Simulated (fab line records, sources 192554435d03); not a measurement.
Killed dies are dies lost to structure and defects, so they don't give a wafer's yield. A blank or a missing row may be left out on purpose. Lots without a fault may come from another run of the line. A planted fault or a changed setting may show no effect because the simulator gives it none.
fab line records | flow n5_finfet
record lots=12 wafers=34 last_day=17
route steps=1938 shown BEOL_M11@1592 MIM_TOP_ETCH@1851 TV_LITHO@1883 PASSIVATION@1925
lots that met no fault: from a run of the same line without faults
start_h: hours from the record's first day to the start of the lot's first wafer shown | wait_h: hours since the lot's step before | " the same as in the row above | L1.1+2: a row that stands for several wafers | - no value, or no start given | * or withheld: withheld | < > ~ a bound
route shown NAME@n: a module of which the file shows steps, and the number in the route of the first | usual: mean/standard deviation of fault-free wafers | same: alike in all rows | chamber/n: place in a boat | sites: the reading at each site | _std_site: their standard deviation | _edge_site: outer sites' mean less inner sites' | radius_mm: how far each site lies from the wafer's centre | mask NAME#n: copy n | behind: the tool/chamber that last shaped the wafer | hold: why the lot was held/for how many hours/how that ended | device: the transistor (n, p or np) that didn't switch | end of line: the same wafers' tests at the end of the route | a step without rows: its recipe alone | killed: dies lost to structure and defects at the first sort, not the wafer's yield | map: a wafer's dies, x killed, . not, _ none there
set.NAME: the setting as run; set.NAME@STEP: as run at that earlier step | model.NAME: the simulator's own value behind a step, which no gauge read
steps of the route over a sample of lots; a table a step, a row a wafer
services: from which hour (start_h, from the record's first day; less than 0 if before it) a tool's chamber was out of use, for how many hours, and why
## steps
# step N5_BEOL_M11_CVD_75
# recipe material=Co target_thk_a=20 temp_c=withheld precursor=CCTBA/H2 pressure_torr=30 time_s=138.9
# usual chamber_pressure_Torr=29.99/0.068
# same time_s=138.9
# columns lot.wafer tool chamber start_h wait_h chamber_pressure_Torr
L874.1 cvd_co-01 2 218.40 0.1 29.89
L874.2 " 0 " " 30.02
L874.5 " 0 " " 30.02
L875.3 cvd_co-02 1 227.42 0.1 29.99
L875.4 " 2 " " 30.01
L875.5 " 1 " " 30.02
L876.1 cvd_co-02 2 237.69 0.3 30.02
L876.2 " 1 " " 29.98
L876.3 " 0 " " 30.04
L878.1 cvd_co-01 0 258.31 0.0 29.93
L878.3 " 0 " " 29.96
L878.4 " 2 " " 29.95
L879.2 cvd_co-02 0 259.08 0.1 30.06
L879.3 " 2 " " 29.92
L879.4 " 2 " " 29.79
L883.2 cvd_co-02 0 285.12 0.0 29.86
L883.3 " 1 " " 30.01
L883.6 " 0 " " 29.84
L882.3 cvd_co-01 0 286.25 0.3 30.02
L882.4 " 2 " " 30.04
L884.3 cvd_co-01 2 294.08 0.0 30.11
L884.5 " 0 " " 29.96
L884.6 " 1 " " 30.05
L887.3 cvd_co-02 0 323.10 0.1 29.95
L887.4 " 1 " " 29.92
L887.5 " 2 " " 29.98
L889.4 cvd_co-02 2 333.54 0.1 29.90
L889.5 " 0 " " 30.05
L894.2 cvd_co-02 2 350.95 0.0 29.99
L894.3 " 2 " " 30.07
L894.4 " 0 " " 29.93
L893.1 cvd_co-02 0 358.87 0.0 30.15
L893.4 " 2 " " 29.91
L893.5 " 0 " " 30.14
# step N5_MIM_TOP_ETCH_ETCH_00
# recipe chemistry=Cl2/BCl3 target=TiN target_depth_a=385 ion_energy_ev=150 pressure_mtorr=10 icp_w=1000 bias_w=126 Cl2_flow_sccm=53.25 bcl3_flow_sccm=21.75 Ar_flow_sccm=25
# usual bias_w=126.0/0.34 drypump_motor_current_A=5.5/0.36 oes_product_au=0.79/0.11 rf_fwd_power_W=993/3.8 throttle_valve_pct=22.6/0.34
# columns lot.wafer tool chamber start_h wait_h bias_w drypump_motor_current_A oes_product_au rf_fwd_power_W rf_hours_counter_h throttle_valve_pct
L874.1 rie_metal-03 0 257.11 0.1 126.4 5.6 0.61 997 127 22.9
L874.2 " 1 " " 126.0 6.0 0.77 988 46 22.1
L874.5 " 1 " " 126.4 6.0 0.78 984 - 22.1
L875.3 rie_metal-02 0 257.31 0.1 126.1 5.3 0.63 988 - 22.8
L875.4 " 1 " " 125.9 5.0 0.82 991 - 23.0
L875.5 " 0 " " 126.0 5.3 0.64 991 - 22.8
L876.1 rie_metal-03 1 269.82 0.1 126.7 6.0 0.75 990 48 22.1
L876.2 " 1 " " 126.8 6.0 0.75 989 - 22.1
L876.3 " 1 " " 126.3 6.0 0.76 994 - 22.1
L878.1 rie_metal-03 0 288.57 0.1 126.3 5.6 0.97 997 1 22.7
L878.3 " 1 " " 125.8 6.0 0.75 984 - 22.1
L878.4 " 0 " " 125.9 5.6 0.98 995 - 22.7
L879.2 rie_metal-02 0 289.61 0.1 125.9 5.3 0.62 991 106 22.8
L879.3 " 1 " " 125.8 4.9 0.81 990 - 23.0
L879.4 " 0 " " 125.7 5.3 0.63 990 - 22.8
L882.3 rie_metal-01 0 319.19 0.1 125.6 5.9 0.65 990 - 23.1
L882.4 " 1 " " 125.4 5.3 0.82 996 - 22.6
L883.2 rie_metal-02 0 321.40 0.1 126.4 5.4 0.62 993 109 22.8
L883.3 " 0 " " 126.1 5.4 0.63 993 - 22.8
L883.6 " 0 " " 126.2 5.3 0.63 993 - 22.8
L884.3 rie_metal-03 1 324.92 0.1 126.1 6.0 0.73 990 - 22.1
L884.5 " 1 " " 126.2 6.0 0.74 987 - 22.1
L884.6 " 0 " " 125.5 5.6 0.93 995 - 22.7
L887.3 rie_metal-02 0 352.27 0.1 126.0 5.4 0.61 994 - 22.8
L887.4 " 1 " " 126.3 4.9 0.78 994 - 23.0
L887.5 " 1 " " 126.3 5.0 0.79 1000 - 23.0
L889.4 rie_metal-03 0 374.44 0.1 126.1 5.6 0.89 995 - 22.7
L889.5 " 1 " " 126.3 6.0 0.72 989 - 22.1
L894.2 rie_metal-02 0 391.98 0.1 126.5 5.4 0.92 996 2 22.1
L894.3 " 0 " " 126.2 5.4 0.92 995 - 22.1
L894.4 " 1 " " 125.9 5.0 0.78 996 - 23.0
L893.1 rie_metal-03 1 397.10 0.1 126.0 6.0 0.72 988 61 22.1
L893.4 " 0 " " 125.7 5.6 0.88 999 - 22.7
L893.5 " 1 " " 126.4 6.0 0.72 984 - 22.1
# step N5_PASSIVATION_CD_MEAS_10
# recipe target_cd_nm=3000 landing_energy_ev=500 detector=se_inlens
# usual cd_nm=2999.2/2.9
# columns lot.wafer tool chamber start_h wait_h cd_nm
L874.1 cd_sem-01 0 259.41 - 2996.9
L874.2 " 0 " " 2998.3
L874.5 " 0 " " 2998.4
L875.3 cd_sem-01 0 259.61 - 2997.9
L875.4 " 0 " " 2991.5
L875.5 " 0 " " 2998.5
L876.1 cd_sem-01 0 273.42 - 2999.2
L876.2 " 0 " " 3000.0
L876.3 " 0 " " 2997.6
L879.2 cd_sem-01 0 292.79 - 3005.4
L879.3 " 0 " " 3002.7
L879.4 " 0 " " 3003.9
L878.1 cd_sem-01 0 293.09 - 3000.4
L878.3 " 0 " " 3000.4
L878.4 " 0 " " 2999.3
L882.3 cd_sem-02 0 322.84 - 2993.5
L882.4 " 0 " " 2997.1
L883.2 cd_sem-03 0 323.38 - 3001.4
L883.3 " 0 " " 2997.8
L883.6 " 0 " " 2999.4
L884.3 cd_sem-02 0 328.58 - 2998.7
L884.5 " 0 " " 3000.4
L884.6 " 0 " " 3000.2
L887.3 cd_sem-03 0 354.45 - 3000.0
L887.4 " 0 " " 3003.0
L887.5 " 0 " " 2999.6
L889.4 cd_sem-03 0 379.16 - 2999.8
L889.5 " 0 " " 3001.5
L894.2 cd_sem-03 0 395.33 - 2997.3
L894.3 " 0 " " 2993.6
L894.4 " 0 " " 2996.1
L893.1 cd_sem-02 0 399.32 - 3003.0
L893.4 " 0 " " 2999.3
L893.5 " 0 " " 3003.2
# step N5_PASSIVATION_CD_MEAS_44
# recipe target_cd_nm=40000 landing_energy_ev=500 detector=se_inlens
# usual cd_nm=40002/4.9
# columns lot.wafer tool chamber start_h wait_h cd_nm
L875.3 cd_sem-02 0 264.88 - 40004
L875.4 " 0 " " 40002
L875.5 " 0 " " 40000
L874.1 cd_sem-01 0 265.04 - 40008
L874.2 " 0 " " 39998
L874.5 " 0 " " 39998
L876.1 cd_sem-03 0 278.19 - 39998
L876.2 " 0 " " 40004
L876.3 " 0 " " 40008
L879.2 cd_sem-03 0 296.21 - 39999
L879.3 " 0 " " 39998
L879.4 " 0 " " 40000
L878.1 cd_sem-01 0 297.24 - 40001
L878.3 " 0 " " 40007
L878.4 " 0 " " 39994
L882.3 cd_sem-02 0 326.27 - 40001
L882.4 " 0 " " 39997
L883.2 cd_sem-02 0 326.84 - 40000
L883.3 " 0 " " 39990
L883.6 " 0 " " 40006
L884.3 cd_sem-02 0 331.77 - 40007
L884.5 " 0 " " 40000
L884.6 " 0 " " 40016
L887.3 cd_sem-03 0 358.00 - 39995
L887.4 " 0 " " 40000
L887.5 " 0 " " 40001
L889.4 cd_sem-02 0 383.26 - 40006
L889.5 " 0 " " 40008
L894.2 cd_sem-03 0 399.05 - 40011
L894.3 " 0 " " 40007
L894.4 " 0 " " 39999
L893.1 cd_sem-03 0 403.03 - 40005
L893.4 " 0 " " 40012
L893.5 " 0 " " 40007
# step N5_PASSIVATION_PROBE_49
# usual defect_limited_yield=91.5/1.5 killed_at_M0_to_M3=32/10 killed_at_M4_up=13/4.9 killed_at_contacts=13/6.1 killed_at_front_end=38/11 killed_at_other=3/3.2 killed_dies=101/18 killed_on_rim=13/4.4 killed_open=66/13 killed_short=32/8.3 sort_bin_4_leakage=0.00/0.018 sort_bin_5_function=5.0/1 sort_bin_6_memory=3.2/0.74 sort_bin_8_speed=0.1/1.1 sort_n_pass=1078/22 sort_yield_pct=91.3/1.9
# same gross_dies=1180 killed_at_back_side=0
# columns lot.wafer tool chamber start_h wait_h defect_limited_yield[%] killed_at_M0_to_M3 killed_at_M4_up killed_at_contacts killed_at_front_end killed_at_other killed_dies killed_on_rim killed_open killed_short sort_bin_4_leakage[%] sort_bin_5_function[%] sort_bin_6_memory[%] sort_bin_8_speed[%] sort_n_pass sort_yield_pct[%]
L882.3 prober-02 - 329.51 0.1 79.7 31 163 12 33 1 240 23 48 32 0 11.9 4.6 10.6 815 69.1
L882.4 prober-02 - 329.56 0.2 85.3 21 107 8 37 0 173 27 52 28 0 8.6 2.9 0 1007 85.3
L884.3 prober-02 - 335.45 0.1 82.3 30 106 7 62 4 209 33 68 40 0 10.5 3.3 0 971 82.3
L884.5 prober-02 - 335.55 0.2 79.2 29 161 5 48 3 246 32 58 32 0 12.0 3.9 0 934 79.2
L884.6 prober-02 - 335.60 0.3 78.8 31 160 6 51 2 250 6 52 32 0 13.3 3.4 0 930 78.8
# killed by level:class
L882.3 BEOL_M11:unspecified=152 MOL_CONTACT_COAG:geometric_particle:open=9 FIN_SAQP:geometric_particle:short=7 BEOL_M0_SAQP:geometric_particle:short=7 BEOL_M2:geometric_particle:open=7 DUMMY_GATE:geometric_particle:open=5 BEOL_M0_SAQP:geometric_particle:open=5 BEOL_M1:geometric_particle:open=5
L882.4 BEOL_M11:unspecified=90 FIN_SAQP:geometric_particle:short=10 BEOL_M4:geometric_particle:open=9 STI_FIN_REVEAL:geometric_particle:open=7 BEOL_M2:geometric_particle:open=6 FIN_SAQP:geometric_particle:open=5 DUMMY_GATE:geometric_particle:open=5 BEOL_M3:geometric_particle:open=5
L884.3 BEOL_M11:unspecified=99 FIN_SAQP:geometric_particle:short=14 FIN_SAQP:geometric_particle:open=12 GATE_CUT:geometric_particle:open=8 GATE_CUT:geometric_particle:short=7 BEOL_M0_SAQP:geometric_particle:open=6 BEOL_M1:geometric_particle:open=6 STI_FIN_REVEAL:geometric_particle:open=5
L884.5 BEOL_M11:unspecified=155 FIN_SAQP:geometric_particle:open=14 FIN_SAQP:geometric_particle:short=11 BEOL_M0_SAQP:geometric_particle:open=9 GATE_CUT:geometric_particle:short=6 BEOL_M1:geometric_particle:open=6 BEOL_M0_SAQP:geometric_particle:short=5 GATE_CUT:geometric_particle:open=4
L884.6 BEOL_M11:unspecified=156 FIN_SAQP:geometric_particle:open=14 HKMG_FIN:area_etch=10 BEOL_M0_SAQP:geometric_particle:short=9 FIN_SAQP:geometric_particle:short=6 MOL_CONTACT_COAG:geometric_particle:open=5 BEOL_M1:geometric_particle:open=5 BEOL_M1:geometric_particle:short=4
## services
# columns tool chamber start_h hours kind
cvd_co-01 1 194.93 65.5 repair
cvd_co-01 - 211.02 2.8 pm
rie_metal-01 1 224.29 8.2 repair
rie_metal-01 - 246.65 1.1 repair
rie_metal-03 0 262.62 - clean
rie_metal-03 0 262.62 13.7 scheduled_down
rie_metal-03 0 262.62 13.7 vent_cycle
rie_metal-01 1 289.45 1.2 repair
cvd_co-02 1 333.33 - clean
cvd_co-02 1 333.33 22.0 scheduled_down
cvd_co-02 1 333.33 22.0 vent_cycle
rie_metal-03 - 337.92 0.1 repair
cvd_co-01 2 352.37 3.5 repair
rie_metal-02 0 354.09 - clean
rie_metal-02 0 354.09 19.6 scheduled_down
rie_metal-02 0 354.09 19.6 vent_cycle
rie_metal-01 0 357.75 - clean
rie_metal-01 0 357.75 16.2 scheduled_down
rie_metal-01 0 357.75 16.2 vent_cycle
cvd_co-01 1 357.86 23.2 repair
## key
first_sign step=N5_PASSIVATION_PROBE_49 reading=killed_at_M4_up direction=up sigmas=26 usual=13 struck=139
effect step=N5_PASSIVATION_PROBE_49 reading=defect_limited_yield direction=down sigmas=6.8 usual=91.5 struck=81.1
more_kills_born_at N5_BEOL_M11_CVD_75@cvd_co-01=652
met_at N5_BEOL_M11_CVD_75
struck_lots L882,L884
baseline_loss step=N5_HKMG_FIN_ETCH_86 wafers=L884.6
not_acting_at N5_MIM_TOP_ETCH_ETCH_00,N5_PASSIVATION_CD_MEAS_10,N5_PASSIVATION_CD_MEAS_44
onset_between 258.31 286.25
earlier_fault kind=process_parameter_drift tool=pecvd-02 chamber=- onset_h=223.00 steps=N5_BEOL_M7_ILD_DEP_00 channel=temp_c offset=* shape=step acts_in=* stated=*
fault kind=chamber_particle_source tool=cvd_co-01 chamber=- onset_h=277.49 steps=N5_BEOL_M11_CVD_75 rate_per_visit_cm2=2.0495
# baseline_loss: these wafers lose ten dies or more at that step, a loss of the line's own and not of a fault; the sort's usual values leave them out
